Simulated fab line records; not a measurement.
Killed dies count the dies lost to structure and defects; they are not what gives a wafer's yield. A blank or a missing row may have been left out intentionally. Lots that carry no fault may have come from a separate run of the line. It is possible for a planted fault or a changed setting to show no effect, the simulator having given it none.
Matching of chambers || flow n5-finfet || N5_BEOL_M11_VIA_ETCH_34 on rie-diel-06 has 4 sister chambers
The step etches SiCOH lowk in C4F6/O2, target depth 184.5 nm, time 69.2 s. 4 wafers are shown with their chamber, then 8 later ones without.

WAFERS WITH THEIR CHAMBER
{"wafer": "L085.3", "chamber": 3, "rf-vpp-V (V)": 652}
{"wafer": "L089.2", "chamber": 2, "rf-vpp-V (V)": 656}
{"wafer": "L089.6", "chamber": 1, "rf-vpp-V (V)": 694}
{"wafer": "L088.1", "chamber": 0, "rf-vpp-V (V)": 666}

WAFERS WITH NO CHAMBER GIVEN
{"wafer": "L088.3", "rf-vpp-V (V)": 693}
{"wafer": "L088.6", "rf-vpp-V (V)": 692}
{"wafer": "L093.3", "rf-vpp-V (V)": 664}
{"wafer": "L093.5", "rf-vpp-V (V)": 666}
{"wafer": "L093.6", "rf-vpp-V (V)": 692}
{"wafer": "L094.1", "rf-vpp-V (V)": 657}
{"wafer": "L094.3", "rf-vpp-V (V)": 693}
{"wafer": "L094.5", "rf-vpp-V (V)": 655}

WHICH CHAMBER EACH ONE RAN IN
{"wafer": "L088.3", "from the rows above": 1, "in truth": 1}
{"wafer": "L088.6", "from the rows above": 1, "in truth": 1}
{"wafer": "L093.3", "from the rows above": 0, "in truth": 0}
{"wafer": "L093.5", "from the rows above": 0, "in truth": 0}
{"wafer": "L093.6", "from the rows above": 1, "in truth": 1}
{"wafer": "L094.1", "from the rows above": 2, "in truth": 2}
{"wafer": "L094.3", "from the rows above": 1, "in truth": 1}
{"wafer": "L094.5", "from the rows above": "can't be placed: 2 or 3", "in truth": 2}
Correct placement for 7 of the 8. Not placeable from these rows: 1 (in 1, the candidates include the true chamber). 0 placed wrongly.
How it was worked out, from the rows above alone: a wafer's distance from a chamber is the root of the sum, over the readings, of the square of ((its reading less the chamber's mean) divided by the reading's scatter). The wafer belongs to the nearest chamber; if the next one is less than 2 further off, it can't be placed. A chamber's mean is the mean of its shown wafers. The scatter (one wafer shown for each chamber): square how far every hidden wafer sits from the nearest shown wafer, average those squares and take the square root.
